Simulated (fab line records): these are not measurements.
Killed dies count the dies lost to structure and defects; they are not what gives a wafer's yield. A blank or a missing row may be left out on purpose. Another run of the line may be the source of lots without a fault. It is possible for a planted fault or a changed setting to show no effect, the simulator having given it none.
fab line records	flow n5-finfet	part 1 of 2: steps 1 to 4 of 6
[record] lots = 22	wafers = 66	last-day = 18
route steps=1938 shown BEOL_M0_SAQP@667 BEOL_M0_CUTY@710 BEOL_M0@720
lots untouched by any fault: they come from a run of this same line in which no faults occurred
start-h: hours from the record's opening day to when the first of the lot's shown wafers began	wait-h: hours elapsed since this lot's preceding step	" unchanged from the row above	L1.1+2: a row that stands for several wafers	- no value, or no start was given	* or withheld: withheld	< > ~ a bound
route shown NAME@n: NAME is a module with steps in the file, n the number in the route of the first one	usual: average and standard deviation across the fault-free wafers	same: alike in all rows	chamber/n: place in a boat	sites: readings site by site	_std_site: their standard deviation	_edge_site: inner sites' mean taken away from outer sites' mean	radius-mm: how far each site lies from the wafer's centre	mask NAME#n: copy n	behind: tool/chamber where the wafer was last shaped	hold: reason for holding the lot/hours on hold/outcome of the hold	device: which transistor (n, p or np) failed to switch	end of line: the route-end tests of the same wafers	a step with no rows: only its recipe	killed: dies that structure and defects cost at the first sort, which is not the same as the wafer's yield	map: shows each die of a wafer: x if killed, . if not, _ if none is there
set.NAME: the run value of the setting; set.NAME@STEP: its run value at that earlier step	model.NAME: the simulator's own value behind a step, which no gauge read
the route's steps for a sample of lots (tables are steps, rows are wafers)
services: a tool's chamber out of use, with start hour (start-h, from the record's first day; less than 0 if before it), hours out, and reason
[[steps]]
[step N5_BEOL_M0_SAQP_ETCH_101]
[recipe] chemistry = CH3F/O2	target = SiNx	mask-material = SiO2	target-depth-a = 299	time-s = 42.7	pressure-mtorr = 30	source-w = 395	bias-w = 73	Ar_flow_sccm = 150	CH3F_flow_sccm = 30	O2_flow_sccm = 20	ion-energy-ev = 120
[usual] bias-w = 73.01/0.22	drypump-motor-current-A = 5.9/0.35	oes-product-au = 0.77/0.087	rf-vpp-V = 298.0/2.7	showerhead-plenum-p-Torr = 2.01/0.039	throttle-valve-pct = 16.39/0.2
lot.wafer	tool	chamber	start-h	wait-h	bias-w	drypump-motor-current-A	oes-product-au	rf-hours-counter-h	rf-vpp-V	showerhead-plenum-p-Torr	throttle-valve-pct
L074.2	rie-diel-02	0	109.94	0.0	72.90	5.4	0.83	55	292.3	2.03	16.24
L074.3	"	2	"	"	73.27	6.3	0.69	240	297.2	2.05	16.78
L074.4	"	1	"	"	72.96	6.4	0.75	149	298.2	2.00	16.55
L075.1	rie-diel-02	2	113.89	0.0	73.00	6.3	0.69	241	296.1	2.05	16.80
L075.2	"	1	"	"	72.92	6.4	0.75	150	300.3	2.00	16.56
L075.3	"	3	"	"	72.63	5.7	0.77	125	298.7	2.01	16.10
L076.1	rie-diel-05	0	117.95	0.0	73.00	6.1	0.92	25	296.4	2.04	16.39
L076.2	"	3	"	"	73.37	6.0	0.72	204	299.8	2.07	16.37
L076.5	"	1	"	"	72.63	5.9	0.92	-	297.6	2.04	15.96
L077.3	rie-diel-01	3	126.90	0.0	72.87	5.8	0.81	100	297.8	1.93	16.51
L077.4	"	2	"	"	72.88	5.5	0.70	194	302.5	2.06	16.61
L077.6	"	3	"	"	73.09	5.8	0.82	-	298.6	1.93	16.51
L078.4	rie-diel-01	0	131.85	0.1	73.13	6.3	0.68	234	299.2	2.06	16.31
L078.5	"	2	"	"	72.95	5.5	0.70	-	302.3	2.06	16.63
L078.6	"	3	"	"	73.10	5.8	0.81	-	298.9	1.93	16.54
L079.2	rie-diel-01	1	140.38	0.0	73.04	5.9	0.69	218	295.1	1.98	16.42
L079.3	"	0	"	"	72.86	6.3	0.67	237	299.6	2.05	16.30
L079.6	"	0	"	"	72.64	6.3	0.67	-	301.1	2.05	16.30
L080.1	rie-diel-05	2	145.58	0.0	73.17	5.5	0.84	53	302.4	2.03	16.21
L080.3	"	3	"	"	72.67	6.0	0.71	211	301.3	2.07	16.39
L080.4	"	0	"	"	72.86	6.1	0.90	32	296.1	2.04	16.41
L081.1	rie-diel-01	0	151.35	0.0	72.50	6.3	0.67	241	299.1	2.05	16.31
L081.2	"	1	"	"	73.18	5.9	0.69	221	296.0	1.98	16.43
L081.6	"	3	"	"	72.92	5.8	0.80	-	300.2	1.93	16.54
L082.2	rie-diel-02	1	161.88	0.0	73.05	6.4	0.74	167	297.7	1.99	16.58
L082.4	"	0	"	"	73.56	5.4	0.82	-	295.5	2.03	16.29
L082.5	"	3	"	"	73.05	5.7	0.76	-	297.2	2.00	16.14
L083.3	rie-diel-02	2	166.36	0.1	73.38	6.3	1.01	1	297.2	2.05	16.34
L083.4	"	1	"	"	72.80	6.4	0.74	169	297.7	1.99	16.58
L083.5	"	0	"	"	72.79	5.4	0.81	-	295.0	2.02	16.29
L084.1	rie-diel-01	3	167.02	0.0	72.81	5.8	0.80	112	298.1	1.93	16.54
L084.5	"	1	"	"	73.02	5.9	0.68	-	293.2	1.98	16.43
L084.6	"	2	"	"	73.30	5.5	0.69	-	301.9	2.06	16.65
L085.2	rie-diel-01	0	179.14	0.0	72.32	6.3	0.67	248	300.9	2.05	16.31
L085.4	"	1	"	"	72.85	5.9	0.69	229	294.0	1.97	16.44
L085.5	"	1	"	"	72.78	5.9	0.69	-	294.9	1.97	16.42
L087.2	rie-diel-02	3	189.41	0.0	72.47	5.6	0.74	151	297.4	2.00	16.17
L087.3	"	2	"	"	73.29	6.3	0.97	9	297.6	2.05	16.34
L087.5	"	3	"	"	72.51	5.6	0.74	-	298.5	2.00	16.16
L088.1	rie-diel-01	1	193.01	0.0	72.76	5.9	0.68	234	294.8	1.97	16.44
L088.4	"	1	"	"	72.88	6.0	0.68	-	293.7	1.97	16.44
L088.5	"	0	"	"	72.92	6.3	0.66	-	299.7	2.05	16.33
L089.2	rie-diel-05	3	200.71	0.0	73.11	6.0	0.69	226	299.3	2.06	16.41
L089.3	"	2	"	"	73.05	5.5	0.81	69	301.3	2.02	16.23
L089.6	"	0	"	"	73.21	6.0	0.88	-	295.3	2.04	16.44
L090.2	rie-diel-05	2	204.45	0.0	73.27	5.5	0.81	69	301.4	2.02	16.22
L090.3	"	0	"	"	73.21	6.1	0.87	48	294.2	2.04	16.44
L090.5	"	0	"	"	73.20	6.1	0.87	-	295.8	2.04	16.43
L091.1	rie-diel-02	2	208.70	0.0	73.22	6.3	0.95	16	297.2	2.05	16.37
L091.4	"	3	"	"	72.94	5.7	0.74	155	297.9	2.00	16.17
L091.5	"	1	"	"	73.04	6.3	0.73	-	298.3	1.99	16.62
L092.1	rie-diel-01	2	215.44	0.0	73.00	5.5	0.68	225	303.6	2.05	16.66
L092.2	"	3	"	"	73.26	5.8	0.79	125	300.2	1.92	16.59
L092.3	"	1	"	"	73.14	5.9	0.67	243	294.6	1.97	16.46
L093.3	rie-diel-02	1	221.41	0.0	73.27	6.3	0.72	188	297.7	1.99	16.63
L093.5	"	1	"	"	73.03	6.3	0.73	-	297.6	1.99	16.62
L093.6	"	2	"	"	72.84	6.3	0.93	-	298.7	2.04	16.38
L094.1	rie-diel-02	3	226.95	0.0	72.92	5.7	0.73	161	297.8	2.00	16.18
L094.4	"	0	"	"	72.98	5.4	0.79	95	293.6	2.02	16.31
L094.5	"	0	"	"	72.90	5.4	0.79	-	293.9	2.02	16.33
L096.1	rie-diel-01	0	244.02	0.0	72.66	6.3	0.94	9	301.2	2.05	15.88
L096.2	"	2	"	"	73.29	5.5	0.66	235	302.8	2.05	16.69
L096.4	"	3	"	"	73.00	5.8	0.77	-	298.8	1.92	16.62
L097.2	rie-diel-02	1	251.88	0.0	72.91	6.4	0.73	196	297.1	1.98	16.64
L097.4	"	0	"	"	72.37	5.4	0.78	102	293.9	2.02	16.33
L097.5	"	0	"	"	72.57	5.4	0.78	-	294.6	2.02	16.34
[step N5_BEOL_M0_SAQP_ETCH_102]
[recipe] chemistry = CF4	target = SiO2	target-depth-a = 40	ion-energy-ev = 350	time-s = 4.4	pressure-mtorr = 10	icp-w = 800	bias-w = 400	cf4-flow-sccm = 80
[usual] bias-w = 400.2/0.98	drypump-motor-current-A = 5.8/0.45	oes-product-au = 1.001/0.015	throttle-valve-pct = 21.80/0.22
lot.wafer	tool	chamber	start-h	wait-h	bias-w	drypump-motor-current-A	oes-product-au	rf-hours-counter-h	throttle-valve-pct
L074.2	rie-si-03	0	110.05	0.1	401.0	5.6	1.015	190	21.37
L074.3	"	1	"	"	402.0	5.5	1.028	154	21.42
L074.4	"	2	"	"	400.3	5.2	0.985	94	21.70
L075.1	rie-si-04	3	114.00	0.1	397.9	5.9	0.981	85	21.75
L075.2	"	0	"	"	400.3	6.0	1.003	66	21.78
L075.3	"	1	"	"	401.7	6.4	1.011	128	21.78
L076.1	rie-si-03	0	118.06	0.1	400.0	5.6	1.001	190	21.38
L076.2	"	2	"	"	401.1	5.2	0.977	94	21.70
L076.5	"	3	"	"	399.0	6.4	1.009	-	22.07
L077.3	rie-si-03	0	127.01	0.1	399.3	5.6	1.005	190	21.36
L077.4	"	2	"	"	401.4	5.2	0.986	-	21.69
L077.6	"	3	"	"	399.4	6.4	1.005	-	22.08
L078.4	rie-si-03	2	131.98	0.1	400.3	5.2	0.987	-	21.69
L078.5	"	3	"	"	399.9	6.4	1.015	-	22.10
L078.6	"	0	"	"	397.9	5.6	1.000	-	21.36
L079.2	rie-si-04	2	140.48	0.1	399.9	5.2	1.002	74	21.86
L079.3	"	3	"	"	399.1	5.9	0.980	86	21.74
L079.6	"	2	"	"	402.7	5.2	0.989	-	21.85
L080.1	rie-si-04	2	145.68	0.1	401.1	5.3	0.993	74	21.85
L080.3	"	0	"	"	400.1	5.9	0.993	67	21.78
L080.4	"	3	"	"	401.0	5.9	0.981	86	21.76
L081.1	rie-si-04	2	151.45	0.1	398.6	5.2	0.991	75	21.86
L081.2	"	0	"	"	400.1	5.9	1.013	67	21.78
L081.6	"	1	"	"	400.3	6.4	1.001	-	21.78
L082.2	rie-si-01	1	161.99	0.1	401.1	6.2	1.002	175	21.84
L082.4	"	3	"	"	398.3	4.9	1.026	185	21.70
L082.5	"	3	"	"	399.9	4.9	1.048	-	21.70
L083.3	rie-si-03	1	166.47	0.1	400.1	5.5	1.026	155	21.43
L083.4	"	3	"	"	400.7	6.4	1.007	8	22.06
L083.5	"	1	"	"	399.6	5.5	1.018	-	21.44
L084.1	rie-si-04	2	167.12	0.1	400.3	5.3	0.987	75	21.85
L084.5	"	1	"	"	400.8	6.4	0.999	-	21.80
L084.6	"	0	"	"	399.5	5.9	0.994	-	21.77
L085.2	rie-si-03	1	179.25	0.1	399.9	5.5	1.024	155	21.44
L085.4	"	3	"	"	399.4	6.4	1.015	8	22.06
L085.5	"	1	"	"	401.1	5.5	1.027	-	21.41
L087.2	rie-si-04	0	189.52	0.1	401.7	6.0	0.990	68	21.79
L087.3	"	2	"	"	400.2	5.2	0.991	75	21.87
L087.5	"	0	"	"	399.1	6.0	0.997	-	21.77
L088.1	rie-si-04	0	193.12	0.1	401.2	6.0	0.997	68	21.79
L088.4	"	1	"	"	400.7	6.4	1.006	130	21.79
L088.5	"	1	"	"	399.6	6.4	0.995	-	21.80
L089.2	rie-si-03	1	200.82	0.1	401.0	5.5	1.025	155	21.41
L089.3	"	2	"	"	400.8	5.1	0.980	96	21.69
L089.6	"	2	"	"	400.4	5.2	0.991	-	21.70
L090.2	rie-si-01	2	204.56	0.1	400.5	5.5	1.021	124	22.30
L090.3	"	1	"	"	400.2	6.3	0.998	176	21.83
L090.5	"	2	"	"	400.3	5.5	1.016	-	22.29
L091.1	rie-si-01	3	208.80	0.1	400.1	4.9	1.031	186	21.71
L091.4	"	1	"	"	398.4	6.2	1.010	176	21.84
L091.5	"	2	"	"	400.6	5.4	1.030	-	22.29
L092.1	rie-si-04	2	215.55	0.1	399.5	5.2	0.985	76	21.86
L092.2	"	3	"	"	399.1	5.9	0.978	87	21.74
L092.3	"	0	"	"	397.7	5.9	0.996	68	21.79
L093.3	rie-si-04	3	221.52	0.1	399.6	5.9	0.978	87	21.76
L093.5	"	0	"	"	400.0	6.0	1.011	-	21.79
L093.6	"	3	"	"	399.1	5.9	0.978	-	21.75
L094.1	rie-si-04	3	227.06	0.1	400.1	5.9	0.979	87	21.75
L094.4	"	1	"	"	398.4	6.4	1.008	130	21.79
L094.5	"	1	"	"	400.2	6.4	1.002	-	21.79
L096.1	rie-si-04	2	244.13	0.1	401.0	5.2	0.994	76	21.87
L096.2	"	1	"	"	401.2	6.4	1.004	131	21.78
L096.4	"	3	"	"	399.1	5.9	0.976	88	21.75
L097.2	rie-si-01	2	251.98	0.1	401.7	5.5	1.020	125	22.30
L097.4	"	0	"	"	401.5	5.8	1.020	-	21.91
L097.5	"	2	"	"	401.5	5.5	1.022	-	22.29
[step N5_BEOL_M0_SAQP_STRIP_108]
[recipe] chemistry = N2/H2	power-w = 500	temp-c = 40	pressure-mtorr = 50	rf-frequency-hz = 6e+07	overash-fraction = 0.3	bias-power-w = 28	h2-frac = 0.5	n2-flow-sccm = 300	h2-flow-sccm = 300
[usual] drypump-motor-current-A = 5.92/0.3	h2-flow-sccm = 299.9/0.92	oes-product-au = 0.79/0.096	rf-vpp-V = 122.1/0.8	showerhead-plenum-p-Torr = 3.40/0.06	throttle-valve-pct = 18.9/0.34
lot.wafer	tool	chamber	start-h	wait-h	drypump-motor-current-A	h2-flow-sccm	oes-product-au	rf-hours-counter-h	rf-vpp-V	showerhead-plenum-p-Torr	throttle-valve-pct
L074.2	rie-diel-05	2	110.89	0.0	5.49	297.9	0.85	44	122.5	3.42	18.7
L074.3	"	0	"	"	6.09	298.2	0.92	23	122.2	3.43	19.0
L074.4	"	1	"	"	5.88	298.8	0.93	19	121.8	3.42	18.3
L075.1	rie-diel-02	2	114.66	0.0	6.34	299.9	0.69	241	122.5	3.44	19.0
L075.2	"	1	"	"	6.38	301.3	0.76	150	121.7	3.36	19.5
L075.3	"	3	"	"	5.65	301.0	0.76	125	122.7	3.37	18.7
L076.1	rie-diel-05	3	118.92	0.0	6.03	301.0	0.72	205	121.1	3.48	19.0
L076.2	"	0	"	"	6.05	298.5	0.91	25	122.5	3.43	19.0
L076.5	"	1	"	"	5.89	299.5	0.93	-	121.2	3.42	18.3
L077.3	rie-diel-05	1	127.67	0.0	5.89	301.5	0.90	24	122.9	3.42	18.3
L077.4	"	2	"	"	5.49	301.0	0.84	49	122.5	3.42	18.7
L077.6	"	1	"	"	5.90	299.8	0.90	-	123.1	3.42	18.3
L078.4	rie-diel-01	2	132.88	0.0	5.51	300.5	0.70	196	122.8	3.47	19.3
L078.5	"	0	"	"	6.33	299.2	0.68	-	121.5	3.44	18.7
L078.6	"	3	"	"	5.78	301.0	0.80	-	122.0	3.26	19.2
L079.2	rie-diel-05	1	141.15	0.0	5.88	300.2	0.90	28	122.4	3.41	18.3
L079.3	"	3	"	"	6.05	299.7	0.71	210	123.5	3.47	19.0
L079.6	"	0	"	"	6.10	301.0	0.89	-	122.6	3.42	19.0
L080.1	rie-diel-05	3	146.35	0.0	6.04	301.4	0.72	211	122.0	3.47	19.0
L080.3	"	1	"	"	5.89	299.5	0.90	29	121.7	3.41	18.3
L080.4	"	0	"	"	6.07	299.3	0.89	32	122.5	3.42	19.0
L081.1	rie-diel-05	0	152.11	0.0	6.08	299.7	0.89	34	122.8	3.42	19.0
L081.2	"	1	"	"	5.88	300.5	0.90	30	123.8	3.41	18.3
L081.6	"	0	"	"	6.06	300.3	0.89	-	122.6	3.42	19.0
L082.2	rie-diel-01	1	162.81	0.0	5.95	300.0	0.69	225	121.7	3.32	18.7
L082.4	"	2	"	"	5.51	299.0	0.69	205	123.9	3.47	19.3
L082.5	"	3	"	"	5.78	299.6	0.80	-	121.6	3.25	19.2
L083.3	rie-diel-02	0	167.13	0.0	5.44	299.5	0.81	76	121.2	3.40	18.8
L083.4	"	3	"	"	5.68	300.7	0.74	145	122.4	3.36	18.8
L083.5	"	2	"	"	6.32	297.9	1.00	-	123.5	3.43	18.5
L084.1	rie-diel-01	3	167.86	0.0	5.79	300.3	0.80	112	120.5	3.25	19.2
L084.5	"	3	"	"	5.78	299.8	0.79	-	120.6	3.25	19.2
L084.6	"	0	"	"	6.36	300.3	0.67	-	122.8	3.44	18.8
L085.2	rie-diel-05	3	180.13	0.0	6.04	300.8	0.70	221	122.3	3.47	19.0
L085.4	"	2	"	"	5.48	300.8	0.82	63	122.1	3.41	18.7
L085.5	"	1	"	"	5.89	299.7	0.88	-	121.3	3.41	18.3
L087.2	rie-diel-01	2	190.18	0.0	5.50	299.6	0.68	214	123.1	3.46	19.3
L087.3	"	0	"	"	6.35	300.6	0.66	251	121.0	3.43	18.8
L087.5	"	1	"	"	5.95	298.8	0.68	-	121.8	3.32	18.7
L088.1	rie-diel-01	1	193.78	0.0	5.91	300.1	0.67	234	122.1	3.32	18.7
L088.4	"	2	"	"	5.53	300.8	0.68	-	121.7	3.46	19.4
L088.5	"	0	"	"	6.34	299.8	0.66	-	122.6	3.43	18.8
L089.2	rie-diel-05	1	201.48	0.0	5.90	298.8	0.86	44	121.9	3.40	18.3
L089.3	"	0	"	"	6.09	300.2	0.87	48	120.7	3.41	19.0
L089.6	"	1	"	"	5.91	299.8	0.87	-	122.3	3.40	18.3
L090.2	rie-diel-02	2	205.34	0.0	6.32	299.0	0.96	15	124.2	3.42	18.6
L090.3	"	1	"	"	6.35	301.0	0.74	183	121.8	3.34	19.6
L090.5	"	2	"	"	6.31	299.2	0.95	-	123.3	3.42	18.6
L091.1	rie-diel-05	2	209.79	0.0	5.50	299.6	0.81	71	123.2	3.41	18.7
L091.4	"	0	"	"	6.09	300.3	0.86	51	121.6	3.41	19.0
L091.5	"	3	"	"	6.05	299.9	0.69	-	124.3	3.46	19.0
L092.1	rie-diel-02	3	216.21	0.0	5.64	301.0	0.73	157	122.7	3.36	18.8
L092.2	"	2	"	"	6.30	300.2	0.93	18	121.2	3.42	18.6
L092.3	"	1	"	"	6.42	298.5	0.73	186	121.3	3.34	19.6
L093.3	rie-diel-01	3	222.22	0.0	5.79	300.5	0.78	127	122.2	3.24	19.2
L093.5	"	1	"	"	5.94	300.2	0.67	-	122.0	3.31	18.7
L093.6	"	0	"	"	6.34	299.3	0.97	-	122.7	3.43	18.4
L094.1	rie-diel-05	2	227.76	0.0	5.49	299.0	0.80	77	122.7	3.40	18.7
L094.4	"	3	"	"	6.02	300.6	0.69	235	122.1	3.46	19.0
L094.5	"	3	"	"	6.04	299.6	0.69	-	121.0	3.46	19.0
L096.1	rie-diel-01	0	245.03	0.0	6.36	299.1	0.95	10	122.5	3.43	18.4
L096.2	"	3	"	"	5.79	301.9	0.77	136	120.8	3.24	19.2
L096.4	"	2	"	"	5.49	300.0	0.66	-	121.7	3.45	19.4
L097.2	rie-diel-05	0	252.64	0.0	6.10	299.3	0.85	64	122.1	3.41	19.0
L097.4	"	3	"	"	6.02	301.0	0.69	242	122.1	3.46	19.0
L097.5	"	1	"	"	5.88	300.1	0.86	-	121.4	3.40	18.3
[step N5_BEOL_M0_SAQP_SPACER2_ALD_26]
[recipe] material = SiO2	target-thk-a = 150	temp-c = 300	ald-precursor-family = BDEAS	ald-co-reactant = O2-plasma	pulse-time-s = 1	purge-time-s = 2	co-reactant-purge-time-s = 2	pressure-torr = 2
[usual] heater-power-w = 479/39	precursor-pulse-height-rel = 1.000/0.021
[same] co-reactant-purge-time-s = 2
lot.wafer	tool	chamber	start-h	wait-h	heater-power-w	precursor-pulse-height-rel
L074.2	ald-sin-03	1	111.09	0.1	454	0.973
L074.3	"	0	"	"	501	1.007
L074.4	"	3	"	"	449	1.013
L075.1	ald-sin-02	1	115.19	0.4	480	0.977
L075.2	"	2	"	"	516	1.020
L075.3	"	3	"	"	486	0.992
L076.1	ald-sin-04	0	119.65	0.6	399	0.984
L076.2	"	1	"	"	464	0.969
L076.5	"	2	"	"	500	0.972
L077.3	ald-sin-02	2	127.87	0.1	511	1.020
L077.4	"	1	"	"	467	1.011
L077.6	"	3	"	"	481	0.967
L078.4	ald-sin-04	1	133.09	0.1	464	1.005
L078.5	"	2	"	"	501	0.990
L078.6	"	1	"	"	465	1.015
L079.2	ald-sin-02	2	141.45	0.2	517	1.013
L079.3	"	1	"	"	478	0.987
L079.6	"	2	"	"	509	0.993
L080.1	ald-sin-03	1	146.55	0.1	447	1.029
L080.3	"	0	"	"	506	1.039
L080.4	"	2	"	"	568	0.970
L081.1	ald-sin-04	0	152.32	0.1	404	0.986
L081.2	"	3	"	"	479	0.968
L081.6	"	2	"	"	496	0.961
L082.2	ald-sin-02	2	163.02	0.1	514	1.028
L082.4	"	0	"	"	482	1.035
L082.5	"	3	"	"	485	0.983
L083.3	ald-sin-03	3	167.34	0.1	454	1.000
L083.4	"	0	"	"	500	1.004
L083.5	"	2	"	"	560	1.021
L084.1	ald-sin-03	3	168.07	0.1	444	0.993
L084.5	"	1	"	"	457	0.995
L084.6	"	0	"	"	492	1.029
L085.2	ald-sin-02	3	180.33	0.1	482	0.995
L085.4	"	2	"	"	505	0.985
L085.5	"	0	"	"	484	0.992
L087.2	ald-sin-02	1	190.39	0.1	460	1.014
L087.3	"	2	"	"	522	1.018
L087.5	"	3	"	"	486	1.003
L088.1	ald-sin-02	2	194.28	0.4	523	0.964
L088.4	"	0	"	"	473	1.020
L088.5	"	3	"	"	471	1.028
L089.2	ald-sin-02	3	201.69	0.1	483	0.968
L089.3	"	1	"	"	465	0.997
L089.6	"	0	"	"	483	1.010
L090.2	ald-sin-03	1	205.55	0.1	471	1.030
L090.3	"	0	"	"	500	1.022
L090.5	"	0	"	"	489	0.992
L091.1	ald-sin-04	1	210.00	0.1	433	0.996
L091.4	"	0	"	"	379	0.986
L091.5	"	3	"	"	481	0.987
L092.1	ald-sin-03	3	216.42	0.1	444	0.992
L092.2	"	0	"	"	497	1.002
L092.3	"	1	"	"	449	0.987
L093.3	ald-sin-02	1	222.43	0.1	454	0.961
L093.5	"	0	"	"	487	1.006
L093.6	"	3	"	"	492	1.002
L094.1	ald-sin-02	0	227.97	0.1	481	1.005
L094.4	"	2	"	"	529	0.992
L094.5	"	1	"	"	470	0.950
L096.1	ald-sin-04	2	245.24	0.1	470	1.015
L096.2	"	1	"	"	454	0.994
L096.4	"	3	"	"	476	0.972
L097.2	ald-sin-04	0	253.01	0.1	382	1.012
L097.4	"	2	"	"	469	0.997
L097.5	"	0	"	"	383	0.978
